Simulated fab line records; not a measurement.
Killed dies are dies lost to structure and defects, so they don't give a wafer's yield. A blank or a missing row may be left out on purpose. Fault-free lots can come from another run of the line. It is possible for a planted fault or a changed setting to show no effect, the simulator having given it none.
fab line records / flow n5-finfet
record lots=4 wafers=11 last-day=16
route steps=1938 shown DUMMY_GATE@247 SPACER0@258 SD_EPI_N@262 SD_EPI_P@326 BEOL_M4@1111 PASSIVATION@1936
lots untouched by any fault: they come from a run of this same line in which no faults occurred
start-h: the number of hours between the record's first day and the start of the first shown wafer of the lot / wait-h: how many hours have passed since the lot's step before this one / " unchanged from the row above / L1.1+2: a single row standing in for several wafers / - no value present, or no start provided / * or withheld: withheld / < > ~ a bound
route shown NAME@n: names a module that has steps shown in the file, with the first one's number in the route / usual: mean and standard deviation over wafers with no fault / same: alike in all rows / chamber/n: place in a boat / sites: readings site by site / _std_site: standard deviation across them / _edge_site: outer sites' mean less inner sites' / radius-mm: how far each site lies from the wafer's centre / mask NAME#n: copy n / behind: tool/chamber where the wafer was last shaped / hold: what put the lot on hold/how long, in hours/how the hold closed / device: transistor that didn't switch, given as n, p or np / end of line: the route-end tests of the same wafers / a step without rows: its recipe alone / killed: at the first sort, the dies lost to defects and structure; wafer yield is something else / map: dies across one wafer; x = killed, . = not, _ = none there
set.NAME: the setting as run; set.NAME@STEP: as run at that earlier step / model.NAME: the simulator's own value behind a step, which no gauge read
lots seen at some steps along the route; tables by step, rows by wafer
services: from which hour (start-h, from the record's first day; less than 0 if before it) a tool's chamber was out of use, for how many hours, and why
## steps
# step N5_DUMMY_GATE_ETCH_23
# recipe chemistry=HBr/Cl2/O2 HBr_flow_sccm=150 Cl2_flow_sccm=80 O2_flow_sccm=12 bias-w=102 target-depth-a=410 time-s=22.3 target=poly-Si mask-material=SiO2 pressure-mtorr=10 icp-w=800
# step N5_DUMMY_GATE_ETCH_44
# recipe chemistry=HBr/O2 over-etch-frac=0.7 target-depth-a=1275 stop-on=SiO2 ion-energy-ev=60 bias-w=20 target=poly-Si mask-material=SiO2 pressure-mtorr=20 icp-w=400 HBr_flow_sccm=120 O2_flow_sccm=10
# step N5_DUMMY_GATE_ETCH_42
# recipe chemistry=CHF3/O2 target=SiO2 target-depth-a=35 time-s=31 ion-energy-ev=30 bias-w=12 pressure-mtorr=30 source-w=600 Ar_flow_sccm=200 CHF3_flow_sccm=50 O2_flow_sccm=5
# step N5_DUMMY_GATE_STRIP_48
# recipe chemistry=N2/H2 time-s=20 power-w=100 temp-c=40 pressure-mtorr=100 rf-frequency-hz=6e+07 bias-power-w=3 n2-flow-sccm=300 h2-flow-sccm=300
# step N5_DUMMY_GATE_PRECLEAN_33
# recipe chemistry=dHF time-s=10 dilution=750:1 temp-c=25
# step N5_DUMMY_GATE_PRECLEAN_25
# recipe chemistry=O3/DIW time-s=45 temp-c=22 o3-ppm=10
# step N5_DUMMY_GATE_PRECLEAN_51
# recipe chemistry=SC2 time-s=45 temp-c=35 mix=1:1:50
# step N5_DUMMY_GATE_SRD_26
# recipe dry=ipa-marangoni time-s=30 temp-c=23 rinse-liquid=diw
# step N5_DUMMY_GATE_UV_OZONE_45
# recipe time-s=120 pressure-torr=760 temp-c=25
# step N5_SPACER0_ALD_07
# recipe material=SiNx target-thk-a=20 temp-c=400 ald-precursor-family=SiH2I2 ald-co-reactant=N2/H2-plasma pressure-torr=2
# step N5_SPACER0_ALD_00
# recipe material=SiOCN target-thk-a=35 temp-c=400 ald-precursor-family=alkyl-aminosilane ald-co-reactant=O2/N2-plasma pulse-time-s=3 purge-time-s=2 co-reactant-purge-time-s=2 ald-cycles=58 pressure-torr=2
# usual ald-cycles=58/0 heater-power-w=833/110 precursor-pulse-height-rel=1.002/0.021
# same co-reactant-purge-time-s=2 pulse-time-s=3
lot.wafer=L897.1 tool=ald-sin-04 chamber=1 start-h=87.57 wait-h=0.1 ald-cycles=58 heater-power-w=855 precursor-pulse-height-rel=0.988 model.SiOCN_of_SPACER0_ALD_00.thk-nm=3.4
lot.wafer=L897.4 tool=ald-sin-04 chamber=2 start-h=87.57 wait-h=0.1 ald-cycles=58 heater-power-w=1006 precursor-pulse-height-rel=1.000 model.SiOCN_of_SPACER0_ALD_00.thk-nm=3.4
lot.wafer=L897.5 tool=ald-sin-04 chamber=0 start-h=87.57 wait-h=0.1 ald-cycles=58 heater-power-w=645 precursor-pulse-height-rel=1.016 model.SiOCN_of_SPACER0_ALD_00.thk-nm=3.6
lot.wafer=L907.2 tool=ald-sin-04 chamber=0 start-h=143.93 wait-h=0.1 ald-cycles=58 heater-power-w=644 precursor-pulse-height-rel=0.994 model.SiOCN_of_SPACER0_ALD_00.thk-nm=3.4
lot.wafer=L907.3 tool=ald-sin-04 chamber=2 start-h=143.93 wait-h=0.1 ald-cycles=58 heater-power-w=986 precursor-pulse-height-rel=0.983 model.SiOCN_of_SPACER0_ALD_00.thk-nm=3.4
lot.wafer=L907.4 tool=ald-sin-04 chamber=1 start-h=143.93 wait-h=0.1 ald-cycles=71 heater-power-w=829 precursor-pulse-height-rel=1.016 model.SiOCN_of_SPACER0_ALD_00.thk-nm=4.2
lot.wafer=L910.2 tool=ald-sin-04 chamber=3 start-h=162.47 wait-h=0.1 ald-cycles=58 heater-power-w=688 precursor-pulse-height-rel=0.995 model.SiOCN_of_SPACER0_ALD_00.thk-nm=3.4
lot.wafer=L910.4 tool=ald-sin-04 chamber=2 start-h=162.47 wait-h=0.1 ald-cycles=71 heater-power-w=1019 precursor-pulse-height-rel=1.030 model.SiOCN_of_SPACER0_ALD_00.thk-nm=4.2
lot.wafer=L911.1 tool=ald-sin-01 chamber=1 start-h=168.78 wait-h=0.1 ald-cycles=58 heater-power-w=792 precursor-pulse-height-rel=0.966 model.SiOCN_of_SPACER0_ALD_00.thk-nm=3.6
lot.wafer=L911.3 tool=ald-sin-01 chamber=3 start-h=168.78 wait-h=0.1 ald-cycles=58 heater-power-w=942 precursor-pulse-height-rel=1.002 model.SiOCN_of_SPACER0_ALD_00.thk-nm=3.6
lot.wafer=L911.4 tool=ald-sin-01 chamber=0 start-h=168.78 wait-h=0.1 ald-cycles=58 heater-power-w=799 precursor-pulse-height-rel=1.006 model.SiOCN_of_SPACER0_ALD_00.thk-nm=3.4
# step N5_SPACER0_ALD_08
# recipe material=SiNx target-thk-a=20 temp-c=400 ald-precursor-family=SiH2I2 ald-co-reactant=N2/H2-plasma pressure-torr=2
# step N5_SD_EPI_N_COAT_32
# recipe resist=SOC temp-c=250 time-s=60 spin-rpm=1500 resist-thk-nm=350
# step N5_SD_EPI_N_COAT_33
# recipe resist=SiARC temp-c=220 time-s=60 spin-rpm=1500 resist-thk-nm=35
# step N5_SD_EPI_N_COAT_03
# recipe resist=CAR-ArF-block spin-rpm=1500 resist-thk-nm=150
# step N5_SD_EPI_N_EBR_05
# recipe solvent=PGMEA ebr-width-mm=1.5
# step N5_SD_EPI_N_SOFTBAKE_04
# recipe temp-c=110 time-s=60 resist=CAR-ArF-block
# step N5_SD_EPI_N_EXPOSE_06
# recipe mask-id=SD_N_BLK na=1.35 source-shape=conventional sigma-outer=0.8 polarization=unpolarized target-cd-nm=120 dose-mj=39.75
# step N5_SD_EPI_N_PEB_07
# recipe peb-temp-c=110 peb-time-s=60 resist=CAR-ArF-block
# step N5_SD_EPI_N_DEVELOP_08
# recipe develop-time-s=30 developer=TMAH resist=CAR-ArF-block dev-temp-c=23 rinse-liquid=diw dry=air-spin
# step N5_SD_EPI_N_DESCUM_14
# recipe chemistry=O2 time-s=7.9 source-power-w=50 bias-power-w=20 pressure-mtorr=20 rf-frequency-hz=2.712e+07 temp-c=40 resist=CAR-ArF-block o2-flow-sccm=225
# step N5_SD_EPI_N_ETCH_34
# recipe chemistry=CF4 target=SiARC target-depth-a=455 mask-material=CAR-ArF-block time-s=75.8 ion-energy-ev=80 pressure-mtorr=40 source-w=545 bias-w=36 Ar_flow_sccm=100 cf4-flow-sccm=100 ends=cleared
# step N5_SD_EPI_N_ETCH_35
# recipe chemistry=N2/H2 target=SOC overetch-a=1080 mask-material=SiARC temp-c=40 ion-energy-ev=100 source-w=3000 bias-w=133 pressure-mtorr=20 time-s=486 n2-flow-sccm=200 h2-flow-sccm=200
# step N5_SD_EPI_N_STRIP_36
# recipe chemistry=N2/H2 temp-c=40 n2-flow-sccm=200 h2-flow-sccm=200 rf-frequency-hz=6e+07
# step N5_SD_EPI_N_ETCHBACK_44
# recipe chemistry=CH3F/O2 mode=anisotropic-etchback target=SiNx target-depth-a=145 stop-on=SiO2 over-etch-frac=0.3 ion-energy-ev=120 pressure-mtorr=30 source-w=395 bias-w=73 Ar_flow_sccm=150 CH3F_flow_sccm=30 O2_flow_sccm=20
# step N5_SD_EPI_N_ETCH_45
# recipe chemistry=CH3F/O2 target=SiOCN target-depth-a=60 mask-material=SOC ion-energy-ev=60 bias-w=29 pressure-mtorr=15 source-w=410 Ar_flow_sccm=150 CH3F_flow_sccm=30 O2_flow_sccm=20
# step N5_SD_EPI_N_ETCH_16
# recipe chemistry=CHF3/O2 target=SiO2 target-depth-a=50 mask-material=SOC pressure-mtorr=30 source-w=650 bias-w=170 Ar_flow_sccm=200 CHF3_flow_sccm=50 O2_flow_sccm=5 ion-energy-ev=200
# step N5_SD_EPI_N_STRIP_47
# recipe chemistry=CHF3/O2 resist=SiARC rf-frequency-hz=6e+07
# step N5_SD_EPI_N_SD_RECESS_17
# recipe chemistry=HBr/Cl2/O2 target-depth-a=410 mask-material=SOC time-s=23.7 bt-time-s=3 pressure-mtorr=10 icp-w=800 bias-w=112 HBr_flow_sccm=150 Cl2_flow_sccm=80 O2_flow_sccm=12
# step N5_SD_EPI_N_STRIP_38
# recipe chemistry=N2/H2 power-w=1000 temp-c=250 h2-frac=0.65 overash-fraction=0.3 pressure-mtorr=withheld n2-flow-sccm=1750 h2-flow-sccm=3250
# step N5_SD_EPI_N_WET_ETCH_43
# recipe chemistry=dHF dilution=withheld time-s=14 target=SiO2 target-depth-a=15 temp-c=25
# step N5_SD_EPI_N_STRIP_18
# recipe chemistry=SPM time-s=750 temp-c=130 h2so4-h2o2-vol-ratio=4
# step N5_SD_EPI_N_SRD_20
# recipe dry=ipa-marangoni do-ppb=5 time-s=30 temp-c=23 rinse-liquid=diw
# step N5_SD_EPI_N_PRECLEAN_48
# recipe chemistry=NF3:NH3 afs-cycles=2 temp-c=30 time-s=20 sublimation-temp-c=180 sublimation-time-s=60 pressure-torr=3 rf-power-w=30
# step N5_SD_EPI_N_VAPOR_ETCH_50
# recipe chemistry=HCl target=Si temp-c=775 time-s=54 pressure-torr=20 mode=isotropic
# step N5_SD_EPI_N_EPI_21
# recipe material=Si:P dopant=P temp-c=680 pressure-torr=255 time-s=690
# step N5_SD_EPI_P_PRECLEAN_32
# recipe chemistry=dHF time-s=10 dilution=500:1 temp-c=25
# same time-s=10
lot.wafer=L897.1+4+5 tool=wet-bench-01 chamber=3,5,7 start-h=97.54 wait-h=0.0 model.SiOCN_of_SPACER0_ALD_00.thk-nm=3.4
lot.wafer=L907.2+3 tool=wet-bench-06 chamber=5,6 start-h=154.80 wait-h=0.0 model.SiOCN_of_SPACER0_ALD_00.thk-nm=3.4
lot.wafer=L907.4 tool=wet-bench-06 chamber=0 start-h=154.80 wait-h=0.0 model.SiOCN_of_SPACER0_ALD_00.thk-nm=4.2
lot.wafer=L910.2 tool=wet-bench-01 chamber=2 start-h=171.71 wait-h=0.0 model.SiOCN_of_SPACER0_ALD_00.thk-nm=3.4
lot.wafer=L910.4 tool=wet-bench-01 chamber=7 start-h=171.71 wait-h=0.0 model.SiOCN_of_SPACER0_ALD_00.thk-nm=4.2
lot.wafer=L911.1+3+4 tool=wet-bench-06 chamber=1,6,7 start-h=178.60 wait-h=0.0 model.SiOCN_of_SPACER0_ALD_00.thk-nm=3.4
# step N5_BEOL_M4_RC_MEAS_101
# usual DIBL_N=35.8/1.6 DIBL_P=36.0/2.1 IOFF_N=0.153/0.026 IOFF_P=0.21/0.037 ION_N=673/11 ION_P=462/7.6 REXT_N=75.3/1.9 REXT_P=101.2/2.7 SS_N=71.4/0.53 SS_P=73.2/0.67 VT_N=250/3.2 VT_P=-250/3.7 VT_P_LVT=-99/3.2
lot.wafer=L897.1 tool=prober-02 chamber=0 start-h=207.46 wait-h=0.0 DIBL_N[mV/V]=35.2 DIBL_P[mV/V]=36.6 IOFF_N[nA/um]=0.155 IOFF_P[nA/um]=0.22 ION_N[uA/um]=661 ION_P[uA/um]=463 REXT_N[ohm.um]=79.4 REXT_P[ohm.um]=99.2 SS_N[mV/dec]=72.0 SS_P[mV/dec]=73.8 VT_N[mV]=248 VT_P[mV]=-248 VT_P_LVT[mV]=-98
lot.wafer=L897.4 tool=prober-02 chamber=0 start-h=207.46 wait-h=0.0 DIBL_N[mV/V]=36.7 DIBL_P[mV/V]=37.0 IOFF_N[nA/um]=0.168 IOFF_P[nA/um]=0.22 ION_N[uA/um]=670 ION_P[uA/um]=460 REXT_N[ohm.um]=78.5 REXT_P[ohm.um]=100.1 SS_N[mV/dec]=71.9 SS_P[mV/dec]=73.7 VT_N[mV]=251 VT_P[mV]=-250 VT_P_LVT[mV]=-99
lot.wafer=L897.5 tool=prober-02 chamber=0 start-h=207.46 wait-h=0.0 DIBL_N[mV/V]=36.3 DIBL_P[mV/V]=36.8 IOFF_N[nA/um]=0.162 IOFF_P[nA/um]=0.21 ION_N[uA/um]=678 ION_P[uA/um]=459 REXT_N[ohm.um]=78.8 REXT_P[ohm.um]=99.7 SS_N[mV/dec]=72.0 SS_P[mV/dec]=73.6 VT_N[mV]=253 VT_P[mV]=-249 VT_P_LVT[mV]=-98
lot.wafer=L907.2 tool=prober-02 chamber=0 start-h=269.44 wait-h=0.2 DIBL_N[mV/V]=37.0 DIBL_P[mV/V]=35.1 IOFF_N[nA/um]=0.148 IOFF_P[nA/um]=0.20 ION_N[uA/um]=672 ION_P[uA/um]=463 REXT_N[ohm.um]=74.8 REXT_P[ohm.um]=101.1 SS_N[mV/dec]=71.8 SS_P[mV/dec]=72.9 VT_N[mV]=253 VT_P[mV]=-249 VT_P_LVT[mV]=-103
lot.wafer=L907.3 tool=prober-02 chamber=0 start-h=269.44 wait-h=0.2 DIBL_N[mV/V]=37.1 DIBL_P[mV/V]=35.6 IOFF_N[nA/um]=0.150 IOFF_P[nA/um]=0.21 ION_N[uA/um]=667 ION_P[uA/um]=461 REXT_N[ohm.um]=73.3 REXT_P[ohm.um]=101.4 SS_N[mV/dec]=71.5 SS_P[mV/dec]=73.4 VT_N[mV]=250 VT_P[mV]=-252 VT_P_LVT[mV]=-102
lot.wafer=L907.4 tool=prober-02 chamber=0 start-h=269.44 wait-h=0.2 DIBL_N[mV/V]=33.0 DIBL_P[mV/V]=32.4 IOFF_N[nA/um]=0.100 IOFF_P[nA/um]=0.14 ION_N[uA/um]=644 ION_P[uA/um]=442 REXT_N[ohm.um]=82.6 REXT_P[ohm.um]=113.6 SS_N[mV/dec]=71.2 SS_P[mV/dec]=72.9 VT_N[mV]=257 VT_P[mV]=-256 VT_P_LVT[mV]=-110
lot.wafer=L911.1 tool=prober-02 chamber=0 start-h=285.26 wait-h=0.0 DIBL_N[mV/V]=34.6 DIBL_P[mV/V]=36.0 IOFF_N[nA/um]=0.152 IOFF_P[nA/um]=0.20 ION_N[uA/um]=669 ION_P[uA/um]=464 REXT_N[ohm.um]=78.9 REXT_P[ohm.um]=102.9 SS_N[mV/dec]=71.7 SS_P[mV/dec]=71.9 VT_N[mV]=251 VT_P[mV]=-249 VT_P_LVT[mV]=-99
lot.wafer=L911.3 tool=prober-02 chamber=0 start-h=285.26 wait-h=0.0 DIBL_N[mV/V]=36.1 DIBL_P[mV/V]=38.1 IOFF_N[nA/um]=0.192 IOFF_P[nA/um]=0.26 ION_N[uA/um]=680 ION_P[uA/um]=469 REXT_N[ohm.um]=78.8 REXT_P[ohm.um]=103.3 SS_N[mV/dec]=72.4 SS_P[mV/dec]=73.9 VT_N[mV]=247 VT_P[mV]=-248 VT_P_LVT[mV]=-97
lot.wafer=L911.4 tool=prober-02 chamber=0 start-h=285.26 wait-h=0.0 DIBL_N[mV/V]=34.1 DIBL_P[mV/V]=35.4 IOFF_N[nA/um]=0.149 IOFF_P[nA/um]=0.21 ION_N[uA/um]=665 ION_P[uA/um]=457 REXT_N[ohm.um]=78.6 REXT_P[ohm.um]=102.3 SS_N[mV/dec]=71.0 SS_P[mV/dec]=72.8 VT_N[mV]=250 VT_P[mV]=-248 VT_P_LVT[mV]=-99
lot.wafer=L910.2 tool=prober-01 chamber=0 start-h=289.46 wait-h=0.2 DIBL_N[mV/V]=39.4 DIBL_P[mV/V]=40.2 IOFF_N[nA/um]=0.217 IOFF_P[nA/um]=0.27 ION_N[uA/um]=695 ION_P[uA/um]=469 REXT_N[ohm.um]=75.2 REXT_P[ohm.um]=102.8 SS_N[mV/dec]=72.5 SS_P[mV/dec]=74.8 VT_N[mV]=249 VT_P[mV]=-250 VT_P_LVT[mV]=-98
lot.wafer=L910.4 tool=prober-01 chamber=0 start-h=289.46 wait-h=0.2 DIBL_N[mV/V]=32.1 DIBL_P[mV/V]=32.3 IOFF_N[nA/um]=0.097 IOFF_P[nA/um]=0.12 ION_N[uA/um]=636 ION_P[uA/um]=433 REXT_N[ohm.um]=83.6 REXT_P[ohm.um]=114.5 SS_N[mV/dec]=70.6 SS_P[mV/dec]=72.9 VT_N[mV]=257 VT_P[mV]=-262 VT_P_LVT[mV]=-112
# step N5_PASSIVATION_PROBE_49
# usual defect-limited-yield=91.3/1.5 killed_at_M0_to_M3=33/12 killed_at_M4_up=13/5.2 killed-at-contacts=13/6.7 killed-at-front-end=40/11 killed-at-other=4.1/2.7 killed-dies=103/17 killed-open=69/13 killed-short=33/8.4 sort_bin_5_function=5.1/1 sort_bin_6_memory=3.2/0.62 sort_bin_8_speed=0.00/0.014 sort-n-pass=1077/17 sort-yield-pct=91.3/1.5
# same gross-dies=1180 killed-at-back-side=0 sort_bin_4_leakage[%]=0
lot.wafer=L897.1 tool=prober-02 chamber=- start-h=315.20 wait-h=0.0 defect-limited-yield[%]=92.6 killed_at_M0_to_M3=33 killed_at_M4_up=10 killed-at-contacts=4 killed-at-front-end=34 killed-at-other=6 killed-dies=87 killed-open=57 killed-short=29 sort_bin_5_function[%]=4.6 sort_bin_6_memory[%]=2.7 sort_bin_8_speed[%]=0 sort-n-pass=1093 sort-yield-pct[%]=92.6
lot.wafer=L897.4 tool=prober-02 chamber=- start-h=315.35 wait-h=0.2 defect-limited-yield[%]=92.6 killed_at_M0_to_M3=30 killed_at_M4_up=8 killed-at-contacts=12 killed-at-front-end=28 killed-at-other=9 killed-dies=87 killed-open=57 killed-short=27 sort_bin_5_function[%]=4.9 sort_bin_6_memory[%]=2.2 sort_bin_8_speed[%]=0 sort-n-pass=1093 sort-yield-pct[%]=92.6
lot.wafer=L897.5 tool=prober-02 chamber=- start-h=315.40 wait-h=0.2 defect-limited-yield[%]=89.6 killed_at_M0_to_M3=45 killed_at_M4_up=12 killed-at-contacts=9 killed-at-front-end=53 killed-at-other=4 killed-dies=123 killed-open=82 killed-short=40 sort_bin_5_function[%]=5.6 sort_bin_6_memory[%]=4.5 sort_bin_8_speed[%]=0 sort-n-pass=1057 sort-yield-pct[%]=89.6
lot.wafer=L907.2 tool=prober-02 chamber=- start-h=382.43 wait-h=0.1 defect-limited-yield[%]=89.7 killed_at_M0_to_M3=52 killed_at_M4_up=13 killed-at-contacts=7 killed-at-front-end=45 killed-at-other=4 killed-dies=121 killed-open=79 killed-short=40 sort_bin_5_function[%]=5.8 sort_bin_6_memory[%]=4.0 sort_bin_8_speed[%]=0 sort-n-pass=1059 sort-yield-pct[%]=89.7
lot.wafer=L907.3 tool=prober-02 chamber=- start-h=382.48 wait-h=0.1 defect-limited-yield[%]=88.7 killed_at_M0_to_M3=58 killed_at_M4_up=9 killed-at-contacts=9 killed-at-front-end=54 killed-at-other=3 killed-dies=133 killed-open=87 killed-short=44 sort_bin_5_function[%]=6.4 sort_bin_6_memory[%]=4.4 sort_bin_8_speed[%]=0 sort-n-pass=1047 sort-yield-pct[%]=88.7
lot.wafer=L907.4 tool=prober-02 chamber=- start-h=382.53 wait-h=0.2 defect-limited-yield[%]=87.0 killed_at_M0_to_M3=76 killed_at_M4_up=9 killed-at-contacts=7 killed-at-front-end=56 killed-at-other=5 killed-dies=153 killed-open=94 killed-short=56 sort_bin_5_function[%]=8.0 sort_bin_6_memory[%]=4.8 sort_bin_8_speed[%]=0.17 sort-n-pass=1025 sort-yield-pct[%]=86.9
lot.wafer=L911.1 tool=prober-01 chamber=- start-h=394.70 wait-h=0.3 defect-limited-yield[%]=93.7 killed_at_M0_to_M3=19 killed_at_M4_up=6 killed-at-contacts=11 killed-at-front-end=34 killed-at-other=4 killed-dies=74 killed-open=56 killed-short=16 sort_bin_5_function[%]=3.3 sort_bin_6_memory[%]=2.9 sort_bin_8_speed[%]=0 sort-n-pass=1106 sort-yield-pct[%]=93.7
lot.wafer=L911.3 tool=prober-01 chamber=- start-h=394.80 wait-h=0.4 defect-limited-yield[%]=93.3 killed_at_M0_to_M3=20 killed_at_M4_up=17 killed-at-contacts=13 killed-at-front-end=24 killed-at-other=5 killed-dies=79 killed-open=55 killed-short=23 sort_bin_5_function[%]=3.7 sort_bin_6_memory[%]=2.7 sort_bin_8_speed[%]=0 sort-n-pass=1101 sort-yield-pct[%]=93.3
lot.wafer=L911.4 tool=prober-01 chamber=- start-h=394.85 wait-h=0.4 defect-limited-yield[%]=90.6 killed_at_M0_to_M3=36 killed_at_M4_up=7 killed-at-contacts=27 killed-at-front-end=37 killed-at-other=4 killed-dies=111 killed-open=79 killed-short=28 sort_bin_5_function[%]=5.7 sort_bin_6_memory[%]=3.3 sort_bin_8_speed[%]=0 sort-n-pass=1069 sort-yield-pct[%]=90.6
lot.wafer=L910.2 tool=prober-01 chamber=- start-h=395.05 wait-h=0.1 defect-limited-yield[%]=91.0 killed_at_M0_to_M3=28 killed_at_M4_up=7 killed-at-contacts=18 killed-at-front-end=46 killed-at-other=7 killed-dies=106 killed-open=61 killed-short=40 sort_bin_5_function[%]=4.6 sort_bin_6_memory[%]=3.6 sort_bin_8_speed[%]=0 sort-n-pass=1074 sort-yield-pct[%]=91.0
lot.wafer=L910.4 tool=prober-01 chamber=- start-h=395.15 wait-h=0.2 defect-limited-yield[%]=89.7 killed_at_M0_to_M3=34 killed_at_M4_up=16 killed-at-contacts=22 killed-at-front-end=48 killed-at-other=2 killed-dies=122 killed-open=88 killed-short=32 sort_bin_5_function[%]=6.2 sort_bin_6_memory[%]=3.6 sort_bin_8_speed[%]=4.66 sort-n-pass=1003 sort-yield-pct[%]=85.0
# killed by level:class
L897.1 BEOL_M0_SAQP:geometric-particle:open=8 FIN_SAQP:geometric-particle:short=7 DUMMY_GATE:geometric-particle:open=7 BEOL_M1:geometric-particle:open=7 STI_FIN_REVEAL:geometric-particle:open=6 BEOL_M2:geometric-particle:open=6 FIN_SAQP:geometric-particle:open=5 BEOL_M0_SAQP:geometric-particle:short=4
L897.4 MOL_CONTACT_COAG:geometric-particle:open=10 BEOL_M0_SAQP:geometric-particle:open=8 BEOL_M1:geometric-particle:open=7 FIN_SAQP:geometric-particle:open=6 BEOL_M0_SAQP:geometric-particle:short=6 GATE_CUT:geometric-particle:short=5 FIN_SAQP:geometric-particle:short=4 DUMMY_GATE:geometric-particle:open=4
L897.5 BEOL_M0_SAQP:geometric-particle:short=14 BEOL_M0_SAQP:geometric-particle:open=11 FIN_SAQP:geometric-particle:open=10 BEOL_M1:geometric-particle:open=10 FIN_SAQP:geometric-particle:short=8 STI_FIN_REVEAL:geometric-particle:open=8 MOL_CONTACT_COAG:geometric-particle:open=8 DUMMY_GATE:geometric-particle:open=7
L907.2 BEOL_M0_SAQP:geometric-particle:open=18 STI_FIN_REVEAL:geometric-particle:open=12 BEOL_M2:geometric-particle:open=8 BEOL_M0_SAQP:geometric-particle:short=6 BEOL_M3:geometric-particle:open=6 MOL_CONTACT_COAG:geometric-particle:short=5 STARTING-WAFER:geometric-particle:open=5 STI_FIN_REVEAL:geometric-particle:short=4
L907.3 BEOL_M0_SAQP:geometric-particle:open=16 BEOL_M0_SAQP:geometric-particle:short=14 FIN_SAQP:geometric-particle:short=12 FIN_SAQP:geometric-particle:open=11 BEOL_M3:geometric-particle:open=10 BEOL_M0:geometric-particle:open=7 STI_FIN_REVEAL:geometric-particle:open=7 MOL_CONTACT_COAG:geometric-particle:open=7
L907.4 BEOL_M0_SAQP:geometric-particle:short=27 BEOL_M0_SAQP:geometric-particle:open=18 STI_FIN_REVEAL:geometric-particle:open=15 FIN_SAQP:geometric-particle:short=10 BEOL_M3:geometric-particle:open=9 BEOL_M1:geometric-particle:open=8 DUMMY_GATE:geometric-particle:open=8 FIN_SAQP:geometric-particle:open=7
L911.1 MOL_CONTACT_COAG:geometric-particle:open=10 BEOL_M2:geometric-particle:open=8 STI_FIN_REVEAL:geometric-particle:open=6 DUMMY_GATE:geometric-particle:open=5 BEOL_M3:geometric-particle:open=5 BEOL_M4:geometric-particle:open=5 STARTING-WAFER:geometric-particle:open=5 GATE_CUT:geometric-particle:short=4
L911.3 MOL_CONTACT_COAG:geometric-particle:open=11 STI_FIN_REVEAL:geometric-particle:open=5 BEOL_M0_SAQP:geometric-particle:short=5 BEOL_M0_SAQP:geometric-particle:open=4 BEOL_M2:geometric-particle:open=4 BEOL_M5:geometric-particle:open=4 STARTING-WAFER:geometric-particle:short=4 GATE_CUT:geometric-particle:short=3
L911.4 MOL_CONTACT_COAG:geometric-particle:open=24 BEOL_M2:geometric-particle:open=8 BEOL_M1:geometric-particle:open=6 BEOL_M3:geometric-particle:open=6 FIN_SAQP:geometric-particle:open=5 BEOL_M0_SAQP:geometric-particle:open=5 STI_FIN_REVEAL:geometric-particle:open=4 SPACER0:geometric-particle:short=4
L910.2 MOL_CONTACT_COAG:geometric-particle:open=12 FIN_SAQP:geometric-particle:open=6 STI_FIN_REVEAL:geometric-particle:open=6 DUMMY_GATE:geometric-particle:open=6 GATE_CUT:geometric-particle:short=5 MOL_CONTACT_COAG:geometric-particle:short=5 BEOL_M1:geometric-particle:short=5 BEOL_M3:geometric-particle:open=5
L910.4 MOL_CONTACT_COAG:geometric-particle:open=19 BEOL_M2:geometric-particle:open=11 ILD0:geometric-particle:open=7 BEOL_M1:geometric-particle:open=7 FIN_SAQP:geometric-particle:short=6 DUMMY_GATE:geometric-particle:open=6 ILD0:geometric-particle:short=6 BEOL_M4:geometric-particle:open=5
# map L907.4 (x killed, . not)
_________________x...........________________
______________.....x...........x_____________
___________........xx....x....x....__________
__________...x..........x..........._________
________.........x....x..........xx..._______
_______.................x..x....x......______
______...........x.x...........xx......x_____
_____......xx...x..x..x....x.....x.......____
____.x....x.........x.x..x.............x.x___
___....x.xx......................x.x..xx.x.__
___...................xxx.......x..........__
__.x......x....x.x....................x..x.._
__......x...x.x...x..x..................x..._
_...x..........x........................x....
_...x....x.............x..............x......
_x......................x..x................x
_........x..........x....................x...
_.......x.x...x.....x..x..x..xx....x.........
_....x..x....x........x....x.............x...
_...x.........x..x..x............x......x....
_.x..xx....x............xx..............x....
__.........................................x_
__......x.x...................x..x..x......._
___.x....x..x........x..xx..............x..__
___....................x.....x....x...x....__
____..x......x..x....x....................___
_____x..........x.............x.......x..____
______..xx.....x.................x.x.x.._____
_______...xx....x...........x..........______
________.......xx..x.x.....xx........._______
__________...........x.x............_________
___________......x...xx............__________
______________...x..x...x......x_____________
_________________...x...x....________________
# map L910.4 (x killed, . not)
_________________..x.......xx________________
______________x................._____________
___________..x.......x.......x.....__________
__________.........................._________
________...x.............x.........x.._______
_______...x..x.............x...........______
______............x......x.........xx..._____
_____.....xx................x.x.x.x...x..____
____...........xx....x....................___
___...................xx..x..xx............__
___..........x.............................__
__............x.......................x....._
__x.x.....x................................._
_.xx..x......x..............................x
_..x..........................x..............
_..........x.......................x.........
_...x......x..xx...x.x.......................
_............................................
_..x.........x..x.......x..............xx.x..
_x..........x.....x............x...........x.
_...............xx...............x......xx...
__..........x..............................._
__....x..x........x.......x.......x........._
___............x.x.x..............x.....x..__
___x.......x..................x...x.......x__
____..............x.x.........x........x..___
_____x..........x.......x..x...xx........____
______.......x...x..x...x.x...x........._____
_______......x...xx...xx...x........x..______
________..........x..x..........x....x_______
__________...................xx.x..._________
___________..x.......x.......x..x..__________
______________................x._____________
_________________........x...________________
## services
tool=wet-bench-01 chamber=- start-h=98.35 hours=1.9 kind=pm
tool=ald-sin-04 chamber=- start-h=176.81 hours=14.0 kind=pm
tool=ald-sin-04 chamber=0 start-h=176.81 hours=14.0 kind=vent-cycle
tool=ald-sin-04 chamber=1 start-h=176.81 hours=14.0 kind=vent-cycle
tool=ald-sin-04 chamber=2 start-h=176.81 hours=14.0 kind=vent-cycle
tool=ald-sin-04 chamber=3 start-h=176.81 hours=14.0 kind=vent-cycle
## key
first-sign step=N5_SPACER0_ALD_00 reading=ald-cycles direction=up sigmas=99+ usual=* struck=*
effect step=N5_BEOL_M4_RC_MEAS_101 reading=REXT_P direction=up sigmas=4.8 usual=101.2 struck=114.1
effect step=N5_BEOL_M4_RC_MEAS_101 reading=REXT_N direction=up sigmas=4.2 usual=75.3 struck=83.1
effect step=N5_BEOL_M4_RC_MEAS_101 reading=VT_P_LVT direction=down sigmas=3.7 usual=-99 struck=-111
effect step=N5_BEOL_M4_RC_MEAS_101 reading=ION_P direction=down sigmas=3.3 usual=462 struck=437
effect step=N5_BEOL_M4_RC_MEAS_101 reading=ION_N direction=down sigmas=3 usual=673 struck=640
effect step=N5_PASSIVATION_PROBE_49 reading=sort_bin_8_speed direction=up sigmas=28 usual=0.00 struck=2.42
model-effect step=N5_SPACER0_ALD_00 value=SiOCN_of_SPACER0_ALD_00.thk-nm without=3.4 struck=4.2
model-effect step=N5_SD_EPI_P_PRECLEAN_32 value=SiOCN_of_SPACER0_ALD_00.thk-nm without=3.4 struck=4.2
met-at N5_SPACER0_ALD_00
struck-wafers L907.4,L910.4
onset-between 87.57 143.93
fault kind=process-parameter-drift tool=ald-sin-04 chamber=- onset-h=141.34 steps=N5_SPACER0_ALD_00 channel=ald-cycles offset=* shape=step end-h=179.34 scope=struck-wafers-only acts-in=* stated=*
